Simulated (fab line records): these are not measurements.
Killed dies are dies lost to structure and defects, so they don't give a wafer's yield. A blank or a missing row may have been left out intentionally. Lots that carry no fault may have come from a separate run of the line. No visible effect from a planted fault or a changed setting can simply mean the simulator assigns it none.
Matching of chambers | flow nand-harc | NHARC_P_BONDPAD_DESCUM_11 on rie-diel-06: 4 sister chambers
The step chemistry O2, time 3 s. 20 wafers are shown with their chamber, then 10 later ones without.

## EACH WAFER AND ITS CHAMBER
wafer  | chamber | showerhead-plenum-p-Torr (Torr) | drypump-motor-current-A (A) | oes-product-au (a.u.)
L075.1 | 3       | 1.99                            | 5.8                         | 0.987
L075.2 | 2       | 1.98                            | 5.6                         | 0.998
L075.5 | 0       | 2.02                            | 5.2                         | 1.005
L076.1 | 0       | 2.02                            | 5.2                         | 1.006
L076.3 | 1       | 1.93                            | 5.7                         | 1.010
L076.5 | 1       | 1.93                            | 5.6                         | 1.012
L079.3 | 0       | 2.02                            | 5.2                         | 1.002
L079.5 | 0       | 2.02                            | 5.2                         | 1.001
L079.6 | 3       | 1.99                            | 5.8                         | 0.968
L080.1 | 0       | 2.02                            | 5.2                         | 0.999
L080.4 | 2       | 1.97                            | 5.6                         | 0.998
L080.6 | 3       | 1.99                            | 5.8                         | 0.972
L082.2 | 3       | 1.99                            | 5.8                         | 0.983
L082.3 | 2       | 1.97                            | 5.6                         | 0.998
L082.5 | 3       | 1.99                            | 5.8                         | 0.993
L088.4 | 2       | 1.97                            | 5.5                         | 1.001
L088.5 | 1       | 1.93                            | 5.7                         | 1.016
L088.6 | 2       | 1.97                            | 5.5                         | 1.002
L090.3 | 2       | 1.97                            | 5.6                         | 1.006
L090.5 | 3       | 1.99                            | 5.8                         | 0.997

SIGNATURES (averages over the wafers above)
reading                  | chamber 0 | chamber 1 | chamber 2 | chamber 3 | scatter within a chamber
showerhead-plenum-p-Torr | 2.0200    | 1.9300    | 1.9717    | 1.9900    | 0.00228
drypump-motor-current-A  | 5.200     | 5.667     | 5.567     | 5.800     | 0.0354
oes-product-au           | 1.00260   | 1.01267   | 1.00050   | 0.98333   | 0.0069
Rule: for a wafer and a chamber, the distance is found by dividing, reading by reading, the gap between the wafer's reading and the chamber's mean by the reading's scatter, squaring, summing and taking the root. The wafer belongs to the nearest chamber; if the next one is less than 2 further off, it can't be placed. The scatter: take each reading less its chamber's mean, square it, sum over the shown wafers, divide by the number of wafers less the number of chambers, and take the root.

## WAFERS WITHOUT THEIR CHAMBER
wafer  | showerhead-plenum-p-Torr (Torr) | drypump-motor-current-A (A) | oes-product-au (a.u.)
L090.6 | 2.02                            | 5.2                         | 1.018
L089.2 | 1.99                            | 5.9                         | 0.984
L089.4 | 1.97                            | 5.5                         | 1.017
L089.5 | 1.97                            | 5.5                         | 1.006
L096.1 | 1.99                            | 5.8                         | 0.993
L096.4 | 1.97                            | 5.6                         | 0.996
L096.6 | 1.97                            | 5.5                         | 1.006
L095.1 | 2.01                            | 5.2                         | 0.984
L095.2 | 1.99                            | 5.8                         | 0.985
L095.5 | 1.93                            | 5.7                         | 0.991

## EACH ONE'S CHAMBER
wafer  | from the rows above | in truth
L090.6 | 0                   | 0
L089.2 | 3                   | 3
L089.4 | 2                   | 2
L089.5 | 2                   | 2
L096.1 | 3                   | 3
L096.4 | 2                   | 2
L096.6 | 2                   | 2
L095.1 | 0                   | 0
L095.2 | 3                   | 3
L095.5 | 1                   | 1
10 of 10 placed correctly. From these rows, 0 cannot be placed. 0 placed wrongly.
